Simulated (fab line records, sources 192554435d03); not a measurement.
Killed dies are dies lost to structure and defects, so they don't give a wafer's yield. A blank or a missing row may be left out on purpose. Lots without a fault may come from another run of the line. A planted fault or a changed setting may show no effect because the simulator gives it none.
fab line records | flow n5_finfet
record lots=24 wafers=72 last_day=17
route steps=1938 shown BEOL_M12@1635 BEOL_M13@1692 BEOL_M14@1717
lots that met no fault: from a run of the same line without faults
start_h: hours from the record's first day to the start of the lot's first wafer shown | wait_h: hours since the lot's step before | " the same as in the row above | L1.1+2: a row that stands for several wafers | - no value, or no start given | * or withheld: withheld | < > ~ a bound
route shown NAME@n: a module of which the file shows steps, and the number in the route of the first | usual: mean/standard deviation of fault-free wafers | same: alike in all rows | chamber/n: place in a boat | sites: the reading at each site | _std_site: their standard deviation | _edge_site: outer sites' mean less inner sites' | radius_mm: how far each site lies from the wafer's centre | mask NAME#n: copy n | behind: the tool/chamber that last shaped the wafer | hold: why the lot was held/for how many hours/how that ended | device: the transistor (n, p or np) that didn't switch | end of line: the same wafers' tests at the end of the route | a step without rows: its recipe alone | killed: dies lost to structure and defects at the first sort, not the wafer's yield | map: a wafer's dies, x killed, . not, _ none there
set.NAME: the setting as run; set.NAME@STEP: as run at that earlier step | model.NAME: the simulator's own value behind a step, which no gauge read
steps of the route over a sample of lots; a table a step, a row a wafer
services: from which hour (start_h, from the record's first day; less than 0 if before it) a tool's chamber was out of use, for how many hours, and why
## steps
# step N5_BEOL_M12_DESCUM_33
# recipe chemistry=O2 time_s=7.9 source_power_w=50 bias_power_w=20 pressure_mtorr=20 rf_frequency_hz=2.712e+07 temp_c=40 o2_flow_sccm=225
# usual drypump_motor_current_A=5.6/0.3 o2_flow_sccm=225.0/0.7 oes_product_au=0.82/0.11 rf_vpp_V=243.0/1.4 showerhead_plenum_p_Torr=2.08/0.075 throttle_valve_pct=20.4/0.3
# columns lot.wafer tool chamber start_h wait_h drypump_motor_current_A o2_flow_sccm oes_product_au rf_hours_counter_h rf_vpp_V showerhead_plenum_p_Torr throttle_valve_pct
L074.2 rie_diel-02 3 238.83 0.0 5.6 224.7 0.71 230 242.9 2.07 20.9
L074.3 " 2 " " 5.4 225.3 0.70 249 242.1 2.04 20.3
L074.5 " 3 " " 5.6 225.8 0.71 - 243.0 2.07 20.9
L076.1 rie_diel-03 0 241.90 0.0 5.5 225.5 0.76 172 243.6 1.98 20.4
L076.2 " 2 " " 6.1 225.3 0.69 244 242.7 2.05 20.3
L076.5 " 2 " " 6.1 225.6 0.70 - 242.5 2.06 20.3
L075.2 rie_diel-03 0 249.47 0.0 5.5 224.9 0.75 174 242.8 1.98 20.4
L075.3 " 1 " " 5.3 225.1 0.68 215 244.8 2.15 20.4
L075.4 " 3 " " 5.9 223.8 0.83 73 245.8 2.23 20.5
L077.1 rie_diel-06 0 258.41 0.1 5.8 225.5 0.71 205 245.1 2.16 20.6
L077.2 " 2 " " 6.3 225.0 0.92 22 245.6 2.22 20.2
L077.3 " 3 " " 5.2 225.8 0.73 195 240.3 1.99 20.2
L078.2 rie_diel-06 3 259.23 0.1 5.2 225.1 0.74 195 240.7 1.99 20.2
L078.3 " 1 " " 5.4 224.9 0.71 235 242.5 2.07 20.9
L078.6 " 3 " " 5.2 225.6 0.73 - 242.9 1.99 20.2
L079.1 rie_diel-06 3 268.80 0.4 5.2 225.2 0.73 198 241.8 1.99 20.2
L079.4 " 2 " " 6.3 225.5 0.91 25 245.4 2.22 20.2
L079.5 " 0 " " 5.8 225.1 0.71 - 243.1 2.16 20.6
L080.2 rie_diel-06 3 274.58 0.4 5.2 223.9 0.72 200 242.7 1.99 20.2
L080.3 " 0 " " 5.8 224.6 0.71 210 243.7 2.16 20.6
L080.6 " 1 " " 5.4 225.0 0.71 - 241.4 2.07 20.9
L081.1 rie_diel-06 1 281.91 0.3 5.4 225.1 0.70 242 241.5 2.07 20.9
L081.3 " 3 " " 5.2 225.1 0.72 203 241.5 1.99 20.3
L081.6 " 3 " " 5.2 224.6 0.73 - 242.2 1.99 20.3
L083.1 rie_diel-03 0 288.04 0.2 5.5 225.5 0.74 191 241.7 1.98 20.4
L083.2 " 3 " " 5.9 225.5 0.81 91 245.2 2.23 20.5
L083.6 " 0 " " 5.6 224.2 0.73 - 241.7 1.98 20.4
L082.2 rie_diel-06 1 288.83 0.0 5.5 225.3 0.70 246 242.3 2.07 20.9
L082.3 " 2 " " 6.3 225.7 0.90 31 246.0 2.22 20.2
L082.5 " 1 " " 5.4 224.4 0.70 - 242.4 2.07 20.9
L084.2 rie_diel-02 1 297.24 0.0 5.9 223.9 0.69 253 244.5 2.14 20.7
L084.3 " 2 " " 5.5 224.2 0.97 12 243.8 2.04 19.9
L084.6 " 3 " " 5.6 225.3 0.69 - 241.9 2.06 21.0
L085.1 rie_diel-02 2 319.00 0.0 5.3 225.2 0.94 22 241.3 2.03 19.9
L085.2 " 0 " " 5.6 224.7 0.98 1 242.3 2.07 20.2
L085.3 " 3 " " 5.6 225.0 0.69 264 242.4 2.05 21.0
L086.3 rie_diel-02 2 319.49 0.1 5.4 224.0 0.96 22 240.6 2.03 19.9
L086.5 " 3 " " 5.6 224.8 0.70 - 242.0 2.05 21.0
L086.6 " 0 " " 5.6 226.5 0.97 - 243.4 2.07 20.2
L088.1 rie_diel-02 3 320.82 0.0 5.6 224.6 0.70 265 242.4 2.05 21.0
L088.4 " 3 " " 5.6 225.9 0.69 - 241.7 2.05 21.0
L088.5 " 0 " " 5.6 224.3 0.97 - 243.4 2.07 20.2
L087.3 rie_diel-02 0 324.21 0.5 5.6 225.9 0.95 - 242.4 2.07 20.2
L087.4 " 2 " " 5.4 225.9 0.94 - 242.4 2.03 19.9
L087.5 " 2 " " 5.4 225.4 0.94 - 242.6 2.03 19.9
L091.2 rie_diel-03 0 324.25 0.5 5.6 224.0 0.73 202 241.8 1.97 20.5
L091.3 " 1 " " 5.3 226.2 0.66 245 242.6 2.14 20.5
L091.6 " 0 " " 5.6 223.9 0.74 - 241.7 1.97 20.4
L090.3 rie_diel-02 2 332.07 0.1 5.4 224.8 0.93 - 242.0 2.03 19.9
L090.4 " 0 " " 5.6 224.0 0.93 - 243.0 2.07 20.2
L090.5 " 2 " " 5.4 226.4 0.93 - 241.6 2.03 19.9
L089.1 rie_diel-06 2 334.17 0.3 6.3 225.2 0.85 49 245.6 2.21 20.2
L089.2 " 1 " " 5.4 225.0 0.97 5 243.8 2.07 20.4
L089.6 " 3 " " 5.2 225.5 0.71 - 239.8 1.98 20.3
L094.1 rie_diel-02 2 354.68 0.0 5.4 224.4 0.91 41 243.0 2.03 19.9
L094.2 " 1 " " 5.9 224.8 0.95 10 244.8 2.14 20.3
L094.4 " 0 " " 5.5 225.4 0.90 20 243.4 2.06 20.2
L092.1 rie_diel-02 2 355.25 0.1 5.4 225.6 0.90 41 241.9 2.03 19.9
L092.2 " 0 " " 5.6 225.8 0.90 20 245.3 2.06 20.3
L092.5 " 1 " " 5.9 225.3 0.94 - 243.7 2.14 20.3
L093.1 rie_diel-03 1 359.69 0.1 5.3 224.3 0.99 1 245.5 2.14 20.0
L093.2 " 3 " " 5.9 224.5 0.78 116 245.1 2.22 20.6
L093.5 " 1 " " 5.3 224.9 0.97 - 243.8 2.14 20.0
L095.1 rie_diel-03 0 360.34 0.4 5.5 225.6 0.72 216 241.7 1.97 20.5
L095.3 " 1 " " 5.3 224.5 0.97 1 244.6 2.14 20.0
L095.6 " 1 " " 5.3 223.2 0.97 - 243.9 2.14 20.0
L097.1 rie_diel-06 3 372.27 0.9 5.3 225.4 0.70 241 241.8 1.98 20.3
L097.4 " 3 " " 5.2 225.0 0.69 - 240.7 1.98 20.3
L097.6 " 1 " " 5.4 225.7 0.92 - 242.5 2.06 20.5
L096.2 rie_diel-02 1 373.79 0.0 5.9 224.6 0.94 18 244.9 2.14 20.3
L096.5 " 3 " " 5.6 225.3 0.95 - 241.9 2.05 20.7
L096.6 " 2 " " 5.4 226.3 0.90 - 242.1 2.02 19.9
# step N5_BEOL_M12_CMP_49
# recipe stop_on=SiOC t_overpolish_s=20.6 down_force_psi=1 platen_rpm=50 clearing_platen_down_force_psi=1.5 clearing_platen_rpm=50 post_cmp_clean=cu_alkaline target_thk_nm=320 clearing_platen_pad_velocity_m_s=0.99484 pad_velocity_m_s=0.99484
# usual barrier_field_endpoint_s=30.6/0.75 motor_current_A=6.2/0.54 overpolish_run_s=20.601/0.0093 pad_life_wafers=907/610 retaining_ring_pressure_frac=1.000/0.0046
# columns lot.wafer tool chamber start_h wait_h barrier_field_endpoint_s motor_current_A overpolish_run_s pad_life_wafers retaining_ring_pressure_frac
L076.2 cmp-02 1 244.56 0.2 30.3 6.2 20.605 793 1.013
L076.1 " 2 " " 31.1 6.3 20.603 794 0.999
L076.5 " 0 " " 31.3 5.8 20.605 - 1.004
L074.3 cmp-03 3 247.07 0.2 30.7 6.6 20.604 186 1.004
L074.2 " 0 " " 30.1 6.0 20.617 187 1.000
L074.5 " 3 " " 30.1 7.1 20.598 - 0.992
L075.2 cmp-02 0 251.87 0.2 30.2 6.1 20.597 858 1.005
L075.3 " 1 " " 31.4 6.6 20.615 859 1.000
L075.4 " 3 " " 30.2 5.5 20.588 861 0.999
L077.2 cmp-03 3 260.99 0.2 30.5 7.2 20.614 295 1.009
L077.3 " 0 " " 30.3 6.1 20.617 296 1.007
L077.1 " 1 " " 29.8 6.8 20.582 297 1.003
L078.2 cmp-03 1 266.28 0.3 30.9 7.0 20.599 326 0.992
L078.3 " 2 " " 29.3 6.9 20.597 327 0.992
L078.6 " 0 " " 29.8 6.2 20.616 - 1.004
L079.4 cmp-03 1 274.98 0.2 31.4 7.1 20.610 392 1.000
L079.1 " 2 " " 29.6 6.6 20.605 393 1.004
L079.5 " 3 " " 29.9 7.0 20.610 - 0.998
L080.3 cmp-02 2 276.62 0.2 32.8 6.0 20.596 1044 0.997
L080.2 " 0 " " 31.9 5.9 20.588 1046 1.003
L080.6 " 2 " " 32.3 6.3 20.594 - 0.998
L081.3 cmp-03 2 286.08 0.3 29.4 6.4 20.583 499 0.996
L081.1 " 3 " " 30.8 7.0 20.605 500 1.003
L081.6 " 2 " " 30.4 6.9 20.611 - 0.991
L083.1 cmp-02 2 294.23 0.3 29.6 6.0 20.607 1194 1.002
L083.2 " 0 " " 29.6 6.1 20.611 1196 1.007
L083.6 " 2 " " 31.4 6.4 20.610 - 1.000
L082.2 cmp-03 2 294.48 0.2 29.5 6.8 20.612 564 1.004
L082.3 " 1 " " 31.6 7.1 20.597 567 1.001
L082.5 " 3 " " 30.2 6.8 20.612 - 0.996
L084.3 cmp-03 1 299.69 0.3 31.2 6.8 20.598 613 0.990
L084.2 " 2 " " 30.3 7.0 20.591 614 1.002
L084.6 " 1 " " 32.0 6.8 20.622 - 0.989
L085.3 cmp-02 0 322.67 0.2 31.3 6.0 20.589 1404 0.999
L085.2 " 1 " " 30.5 6.1 20.611 1405 0.996
L085.1 " 2 " " 31.3 6.3 20.596 1406 1.001
L086.3 cmp-03 3 323.24 0.3 30.4 7.0 20.589 813 1.000
L086.6 " 0 " " 29.9 6.1 20.594 - 0.998
L086.5 " 1 " " 31.5 7.0 20.615 - 1.001
L088.1 cmp-02 0 323.58 0.3 31.3 5.7 20.609 1411 1.003
L088.4 " 2 " " 31.4 6.1 20.600 1413 0.999
L088.5 " 0 " " 30.6 5.9 20.598 - 1.002
L091.2 cmp-03 3 326.05 0.2 29.2 7.0 20.605 828 1.003
L091.3 " 1 " " 30.4 6.7 20.619 830 1.004
L091.6 " 3 " " 29.5 7.0 20.598 - 0.997
L087.3 cmp-02 0 330.19 0.2 30.7 6.2 20.600 1458 1.002
L087.4 " 1 " " 31.0 6.3 20.613 1459 1.001
L087.5 " 0 " " 30.8 6.0 20.592 - 1.000
L090.3 cmp-01 2 335.15 0.2 30.5 5.9 20.600 2053 0.999
L090.4 " 3 " " 31.6 6.1 20.620 2054 0.995
L090.5 " 1 " " 31.0 5.7 20.608 - 1.003
L089.1 cmp-01 0 336.90 0.3 30.3 5.4 20.602 2064 0.996
L089.2 " 3 " " 32.2 5.7 20.588 2067 0.999
L089.6 " 0 " " 30.9 5.3 20.603 - 0.995
L094.1 cmp-02 1 358.47 0.3 30.8 6.2 20.591 1680 1.004
L094.2 " 3 " " 30.2 5.3 20.572 1682 0.997
L094.4 " 0 " " 29.8 5.8 20.606 1683 1.000
L092.1 cmp-01 3 361.45 0.3 31.1 5.9 20.590 61 1.012
L092.2 " 1 " " 30.7 5.5 20.592 63 0.999
L092.5 " 2 " " 29.8 6.3 20.609 - 1.002
L093.2 cmp-01 3 361.97 0.2 30.2 5.7 20.609 67 1.003
L093.1 " 0 " " 29.7 5.5 20.592 68 0.994
L093.5 " 3 " " 30.4 5.8 20.587 - 0.998
L095.1 cmp-02 1 362.39 0.3 29.4 6.0 20.610 1718 0.989
L095.3 " 2 " " 31.3 6.5 20.596 1719 1.004
L095.6 " 3 " " 29.8 5.2 20.609 - 0.995
L097.1 cmp-01 0 374.60 0.3 30.8 5.2 20.606 163 1.002
L097.4 " 1 " " 30.9 5.9 20.599 164 0.998
L097.6 " 3 " " 32.0 5.5 20.584 - 1.004
L096.2 cmp-03 2 376.28 0.3 30.4 6.7 20.581 1262 0.988
L096.5 " 0 " " 30.3 5.9 20.604 - 1.007
L096.6 " 1 " " 31.3 7.0 20.590 - 0.998
# step N5_BEOL_M12_INSPECT_55
# recipe inspect_instrument=darkfield mode=post_dep
# usual raw_defect_count=63/24
# columns lot.wafer tool chamber start_h wait_h raw_defect_count
L076.1 defect_inspect-02 - 244.97 0.0 77
L076.2 " - " " 34
L076.5 " - " " 55
L074.2 defect_inspect-02 - 247.52 0.0 57
L074.3 " - " " 31
L074.5 " - " " 75
L075.2 defect_inspect-02 - 252.34 0.0 74
L075.3 " - " " 56
L075.4 " - " " 82
L077.1 defect_inspect-02 - 261.39 0.0 101
L077.2 " - " " 103
L077.3 " - " " 140
L078.2 defect_inspect-01 - 266.65 0.0 64
L078.3 " - " " 24
L078.6 " - " " 78
L079.1 defect_inspect-01 - 275.35 0.0 54
L079.4 " - " " 85
L079.5 " - " " 52
L080.2 defect_inspect-01 - 277.07 0.0 101
L080.3 " - " " 122
L080.6 " - " " 139
L081.1 defect_inspect-01 - 286.51 0.0 103
L081.3 " - " " 68
L081.6 " - " " 46
L083.1 defect_inspect-01 - 294.67 0.0 57
L083.2 " - " " 47
L083.6 " - " " 63
L082.2 defect_inspect-02 - 294.96 0.0 56
L082.3 " - " " 62
L082.5 " - " " 54
L084.2 defect_inspect-01 - 300.10 0.0 57
L084.3 " - " " 52
L084.6 " - " " 68
L085.1 defect_inspect-01 - 323.12 0.0 53
L085.2 " - " " 63
L085.3 " - " " 57
L086.3 defect_inspect-02 - 323.57 0.0 66
L086.5 " - " " 62
L086.6 " - " " 70
L088.1 defect_inspect-01 - 324.02 0.0 42
L088.4 " - " " 31
L088.5 " - " " 60
L091.2 defect_inspect-02 - 326.49 0.0 77
L091.3 " - " " 69
L091.6 " - " " 91
L087.3 defect_inspect-01 - 330.66 0.0 62
L087.4 " - " " 90
L087.5 " - " " 57
L090.3 defect_inspect-01 - 335.56 0.0 34
L090.4 " - " " 34
L090.5 " - " " 59
L089.1 defect_inspect-02 - 337.35 0.0 68
L089.2 " - " " 85
L089.6 " - " " 61
L094.1 defect_inspect-02 - 358.92 0.0 43
L094.2 " - " " 46
L094.4 " - " " 63
L092.1 defect_inspect-01 - 361.86 0.0 44
L092.2 " - " " 60
L092.5 " - " " 51
L093.1 defect_inspect-01 - 362.38 0.0 59
L093.2 " - " " 54
L093.5 " - " " 42
L095.1 defect_inspect-02 - 362.76 0.0 93
L095.3 " - " " 110
L095.6 " - " " 62
L097.1 defect_inspect-01 - 375.00 0.0 51
L097.4 " - " " 57
L097.6 " - " " 54
L096.2 defect_inspect-01 - 376.65 0.0 29
L096.5 " - " " 47
L096.6 " - " " 35
# step N5_BEOL_M13_DESCUM_33
# recipe chemistry=O2 time_s=7.9 source_power_w=50 bias_power_w=20 pressure_mtorr=20 rf_frequency_hz=2.712e+07 temp_c=40 o2_flow_sccm=225
# usual drypump_motor_current_A=5.8/0.39 o2_flow_sccm=224.9/0.66 oes_product_au=0.79/0.068 rf_vpp_V=243.4/1.4 showerhead_plenum_p_Torr=2.11/0.077 throttle_valve_pct=20.41/0.2
# columns lot.wafer tool chamber start_h wait_h drypump_motor_current_A o2_flow_sccm oes_product_au rf_hours_counter_h rf_vpp_V showerhead_plenum_p_Torr throttle_valve_pct
L076.1 rie_diel-04 1 246.95 0.2 5.9 224.7 0.83 70 245.6 2.21 20.50
L076.2 " 0 " " 5.1 225.2 0.75 176 244.0 2.08 20.35
L076.5 " 2 " " 5.6 225.7 0.88 - 245.7 2.22 20.06
L074.2 rie_diel-04 1 249.23 0.0 5.8 224.9 0.83 71 244.0 2.21 20.50
L074.3 " 3 " " 5.7 225.1 0.90 19 246.2 2.25 20.39
L074.5 " 3 " " 5.7 225.1 0.90 - 245.2 2.25 20.42
L075.2 rie_diel-04 0 253.99 0.0 5.1 224.2 0.76 178 243.2 2.08 20.36
L075.3 " 3 " " 5.7 225.6 0.89 21 243.1 2.25 20.40
L075.4 " 0 " " 5.1 225.5 0.75 - 242.3 2.08 20.35
L077.1 rie_diel-04 1 263.04 0.0 5.9 226.1 0.83 76 245.1 2.21 20.50
L077.2 " 0 " " 5.1 225.0 0.75 182 243.0 2.08 20.35
L077.3 " 3 " " 5.7 224.4 0.89 24 246.7 2.24 20.40
L078.2 rie_diel-05 3 268.21 0.0 6.2 225.0 0.71 249 245.2 2.13 20.38
L078.3 " 2 " " 5.3 224.8 0.78 134 243.6 2.10 20.67
L078.6 " 1 " " 6.1 224.7 0.77 - 239.2 2.02 20.58
L079.1 rie_diel-01 3 277.24 0.0 6.0 225.8 0.76 184 242.6 2.08 20.34
L079.4 " 0 " " 6.1 225.0 0.71 - 244.1 2.16 20.48
L079.5 " 1 " " 6.3 224.4 0.80 - 243.0 2.01 20.12
L080.2 rie_diel-05 1 279.10 0.0 6.1 224.7 0.76 138 241.3 2.02 20.60
L080.3 " 0 " " 5.9 225.9 0.87 39 242.7 2.15 20.49
L080.6 " 2 " " 5.3 224.7 0.76 - 242.1 2.10 20.68
L081.1 rie_diel-01 3 288.68 0.1 6.0 225.6 0.75 188 242.7 2.08 20.36
L081.3 " 1 " " 6.3 224.2 0.81 101 242.3 2.01 20.11
L081.6 " 2 " " 5.1 225.9 0.76 - 243.8 2.02 20.65
L083.1 rie_diel-04 2 296.19 0.0 5.6 225.8 0.88 41 245.1 2.22 20.09
L083.2 " 3 " " 5.7 225.6 0.87 35 244.1 2.24 20.42
L083.6 " 1 " " 5.8 225.6 0.81 - 243.7 2.20 20.53
L082.2 rie_diel-05 2 296.58 0.0 5.3 224.8 0.76 144 242.7 2.10 20.68
L082.3 " 0 " " 5.9 225.4 0.88 46 243.4 2.14 20.51
L082.5 " 2 " " 5.3 225.1 0.75 - 243.2 2.10 20.68
L084.2 rie_diel-05 1 301.81 0.0 6.1 224.7 0.75 148 242.0 2.01 20.61
L084.3 " 0 " " 5.9 223.8 0.88 48 243.2 2.14 20.50
L084.6 " 1 " " 6.1 226.2 0.76 - 241.2 2.01 20.60
L085.1 rie_diel-05 2 324.83 0.0 5.3 224.3 0.75 154 243.0 2.09 20.70
L085.2 " 1 " " 6.1 224.9 0.75 155 242.4 2.01 20.59
L085.3 " 0 " " 6.0 224.7 0.86 56 242.9 2.14 20.53
L086.3 rie_diel-01 3 325.22 0.0 6.0 223.5 0.75 199 242.8 2.08 20.36
L086.5 " 1 " " 6.3 225.0 0.79 - 241.9 2.01 20.13
L086.6 " 2 " " 5.1 225.1 0.77 - 242.4 2.02 20.67
L088.1 rie_diel-05 3 325.80 0.0 6.2 224.7 0.96 6 243.5 2.13 19.98
L088.4 " 1 " " 6.1 225.7 0.73 156 240.8 2.01 20.61
L088.5 " 3 " " 6.2 225.1 0.98 - 242.6 2.13 19.98
L091.2 rie_diel-01 0 328.02 0.0 6.1 225.0 0.71 228 242.4 2.16 20.49
L091.3 " 1 " " 6.3 224.6 0.78 112 241.7 2.01 20.13
L091.6 " 0 " " 6.0 224.8 0.71 - 244.8 2.16 20.49
L087.3 rie_diel-04 1 332.31 0.2 5.9 224.4 0.80 96 243.4 2.20 20.54
L087.4 " 2 " " 5.6 224.5 0.85 52 246.4 2.21 20.09
L087.5 " 2 " " 5.6 224.2 0.86 - 245.7 2.21 20.10
L090.3 rie_diel-01 0 337.33 0.0 6.1 225.1 0.70 231 245.2 2.15 20.48
L090.4 " 0 " " 6.1 225.9 0.70 - 243.3 2.15 20.49
L090.5 " 1 " " 6.3 224.6 0.79 - 242.3 2.01 20.15
L089.1 rie_diel-01 1 339.75 0.2 6.3 224.5 0.78 117 241.5 2.01 20.15
L089.2 " 0 " " 6.1 225.0 0.70 232 244.1 2.15 20.50
L089.6 " 3 " " 6.0 225.5 0.74 - 244.2 2.08 20.37
L094.1 rie_diel-04 0 360.45 0.0 5.1 225.2 0.72 208 243.6 2.07 20.41
L094.2 " 3 " " 5.7 226.3 0.85 55 244.4 2.23 20.47
L094.4 " 2 " " 5.6 224.0 0.85 63 243.8 2.21 20.12
L092.1 rie_diel-01 1 363.69 0.2 6.3 226.4 0.77 124 242.7 2.00 20.15
L092.2 " 0 " " 6.1 225.2 0.70 241 242.7 2.15 20.51
L092.5 " 2 " " 5.1 225.9 0.75 - 241.7 2.02 20.68
L093.1 rie_diel-01 2 364.23 0.1 5.1 225.0 0.74 162 242.8 2.02 20.67
L093.2 " 0 " " 6.0 225.6 0.69 241 242.9 2.15 20.49
L093.5 " 1 " " 6.4 223.1 0.77 - 241.5 2.00 20.15
L095.1 rie_diel-05 3 364.34 0.0 6.2 225.0 0.93 18 245.0 2.12 20.01
L095.3 " 0 " " 5.9 224.0 0.83 69 244.0 2.13 20.53
L095.6 " 3 " " 6.2 224.4 0.93 - 243.1 2.12 20.00
L097.1 rie_diel-05 0 377.18 0.2 5.9 225.0 0.83 73 242.9 2.13 20.53
L097.4 " 3 " " 6.2 224.4 0.92 23 244.1 2.12 20.01
L097.6 " 3 " " 6.2 225.3 0.93 - 243.3 2.12 20.01
L096.2 rie_diel-01 1 378.48 0.0 6.3 224.4 0.77 130 241.3 2.00 20.18
L096.5 " 3 " " 6.0 225.6 0.73 - 244.2 2.07 20.40
L096.6 " 0 " " 6.1 224.5 0.69 - 245.2 2.15 20.51
# step N5_BEOL_M13_DEGAS_41
# recipe ambient=vacuum temp_c=250 time_s=60
# usual heater_power_w=324/38 susceptor_temp_C=250.02/0.17
# columns lot.wafer tool chamber start_h wait_h heater_power_w susceptor_temp_C
L076.1 pvd_sputter-02 - 248.19 0.2 378 250.12
L076.2 " - " " 268 250.21
L076.5 " - " " 269 250.07
L074.2 pvd_sputter-02 - 250.67 0.3 271 250.22
L074.3 " - " " 281 249.85
L074.5 " - " " 266 250.19
L075.2 pvd_sputter-03 - 255.28 0.3 277 250.02
L075.3 " - " " 276 250.19
L075.4 " - " " 338 249.84
L077.1 pvd_sputter-03 - 268.12 0.3 277 250.00
L077.2 " - " " 383 249.81
L077.3 " - " " 266 249.95
L078.2 pvd_sputter-02 - 271.29 0.5 289 250.16
L078.3 " - " " 357 250.15
L078.6 " - " " 264 249.90
L079.1 pvd_sputter-03 - 278.24 0.1 277 249.70
L079.4 " - " " 387 249.93
L079.5 " - " " 384 250.14
L080.2 pvd_sputter-01 - 282.13 0.2 319 249.92
L080.3 " - " " 319 250.09
L080.6 " - " " 324 250.10
L081.1 pvd_sputter-03 - 292.65 2.0 378 249.84
L081.3 " - " " 266 250.00
L081.6 " - " " 282 249.83
L083.1 pvd_sputter-01 - 297.44 0.4 351 250.24
L083.2 " - " " 327 249.97
L083.6 " - " " 348 250.28
L082.2 pvd_sputter-01 - 298.66 0.3 329 249.90
L082.3 " - " " 323 249.68
L082.5 " - " " 326 249.99
L084.2 pvd_sputter-03 - 304.20 0.4 277 250.16
L084.3 " - " " 271 250.31
L084.6 " - " " 377 250.20
L085.1 pvd_sputter-01 - 329.41 0.0 342 249.94
L085.2 " - " " 327 249.77
L085.3 " - " " 319 250.35
L086.3 pvd_sputter-02 - 329.79 0.4 369 250.34
L086.5 " - " " 375 250.31
L086.6 " - " " 277 250.05
L088.1 pvd_sputter-01 - 329.81 0.4 325 249.78
L088.4 " - " " 332 250.49
L088.5 " - " " 318 249.96
L091.2 pvd_sputter-01 - 330.25 0.4 314 250.21
L091.3 " - " " 326 249.85
L091.6 " - " " 323 250.02
L087.3 pvd_sputter-01 - 333.21 0.0 324 250.01
L087.4 " - " " 347 249.68
L087.5 " - " " 320 249.99
L090.3 pvd_sputter-01 - 339.85 1.4 320 249.90
L090.4 " - " " 317 249.95
L090.5 " - " " 340 250.41
L089.1 pvd_sputter-02 - 342.61 0.3 372 250.32
L089.2 " - " " 271 250.24
L089.6 " - " " 378 250.21
L094.1 pvd_sputter-01 - 363.23 1.9 326 249.97
L094.2 " - " " 346 250.13
L094.4 " - " " 326 250.00
L092.1 pvd_sputter-03 - 364.68 0.1 377 249.90
L092.2 " - " " 276 250.07
L092.5 " - " " 283 250.18
L095.1 pvd_sputter-03 - 368.10 0.4 284 250.04
L095.3 " - " " 279 250.02
L095.6 " - " " 382 249.83
L093.1 pvd_sputter-02 - 368.16 0.2 281 249.71
L093.2 " - " " 369 250.07
L093.5 " - " " 286 250.01
L096.2 pvd_sputter-03 - 380.82 0.3 342 249.92
L096.5 " - " " 342 250.04
L096.6 " - " " 268 249.77
L097.1 pvd_sputter-03 - 381.92 0.8 272 249.68
L097.4 " - " " 375 250.00
L097.6 " - " " 265 250.09
# step N5_BEOL_M14_THK_MEAS_01
# recipe reads=SiO2_of_BEOL_M14_ILD_DEP_00
# usual M14_ILD_THK=1114/17
# columns lot.wafer tool chamber start_h wait_h M14_ILD_THK[nm]
L076.1 film_metro-01 - 249.79 0.2 1087
L076.2 " - " " 1101
L076.5 " - " " 1106
L074.2 film_metro-02 - 252.39 0.1 1103
L074.3 " - " " 1113
L074.5 " - " " 1128
L075.2 film_metro-01 - 257.29 0.1 1103
L075.3 " - " " 1112
L075.4 " - " " 1126
L077.1 film_metro-01 - 269.61 0.1 1089
L077.2 " - " " 1082
L077.3 " - " " 1104
L078.2 film_metro-02 - 272.78 0.1 1087
L078.3 " - " " 1088
L078.6 " - " " 1121
L079.1 film_metro-01 - 279.89 0.1 1094
L079.4 " - " " 1100
L079.5 " - " " 1128
L080.2 film_metro-02 - 283.62 0.1 1091
L080.3 " - " " 1107
L080.6 " - " " 1118
L081.1 film_metro-02 - 294.15 0.1 1120
L081.3 " - " " 1134
L081.6 " - " " 1162
L083.1 film_metro-02 - 298.93 0.1 1109
L083.2 " - " " 1088
L083.6 " - " " 1111
L082.2 film_metro-01 - 300.18 0.1 1081
L082.3 " - " " 1096
L082.5 " - " " 1117
L084.2 film_metro-01 - 305.77 0.2 1095
L084.3 " - " " 1127
L084.6 " - " " 1111
L085.1 film_metro-01 - 331.14 0.1 1112
L085.2 " - " " 1106
L085.3 " - " " 1095
L086.3 film_metro-02 - 331.86 0.1 1124
L086.5 " - " " 1135
L086.6 " - " " 1137
L088.1 film_metro-01 - 331.96 0.1 1112
L088.4 " - " " 1117
L088.5 " - " " 1127
L091.2 film_metro-01 - 332.52 0.1 1078
L091.3 " - " " 1099
L091.6 " - " " 1104
L087.3 film_metro-01 - 334.71 0.1 1133
L087.4 " - " " 1137
L087.5 " - " " 1132
L090.3 film_metro-02 - 341.34 0.1 1121
L090.4 " - " " 1125
L090.5 " - " " 1122
L089.1 film_metro-02 - 344.24 0.1 1109
L089.2 " - " " 1124
L089.6 " - " " 1139
L094.1 film_metro-02 - 364.74 0.1 1132
L094.2 " - " " 1117
L094.4 " - " " 1133
L092.1 film_metro-01 - 366.43 0.1 1103
L092.2 " - " " 1116
L092.5 " - " " 1142
L095.1 film_metro-02 - 369.59 0.1 1075
L095.3 " - " " 1093
L095.6 " - " " 1115
L093.1 film_metro-02 - 369.65 0.1 1101
L093.2 " - " " 1102
L093.5 " - " " 1130
L096.2 film_metro-01 - 382.47 0.1 1086
L096.5 " - " " 1111
L096.6 " - " " 1116
L097.1 film_metro-01 - 383.41 0.1 1134
L097.4 " - " " 1126
L097.6 " - " " 1132
## services
# columns tool chamber start_h hours kind
rie_diel-05 - 216.89 0.8 repair
cmp-03 - 217.92 4.0 pm
cmp-03 - 221.92 - consumable_replace:conditioner
cmp-03 - 221.92 - consumable_replace:pad
rie_diel-03 3 225.89 3.9 repair
rie_diel-04 2 233.69 4.1 repair
rie_diel-02 2 241.87 - clean
rie_diel-02 2 241.87 - consumable_replace:focus_ring
cmp-02 - 244.99 0.4 repair
cmp-03 - 245.88 0.4 repair
rie_diel-04 2 252.40 19.3 repair
cmp-01 - 265.48 1.2 repair
rie_diel-06 2 279.68 6.7 repair
cmp-02 - 300.87 5.9 repair
cmp-01 - 327.64 3.1 repair
rie_diel-01 2 332.04 7.0 repair
rie_diel-04 0 346.38 11.2 repair
cmp-01 - 350.40 4.0 pm
cmp-02 - 353.52 3.4 pm
rie_diel-03 - 355.55 2.2 repair
rie_diel-04 3 371.15 9.9 repair
cmp-02 - 373.91 3.8 pm
rie_diel-01 2 377.93 5.7 repair
cmp-01 - 379.13 1.4 repair
## key
fault none
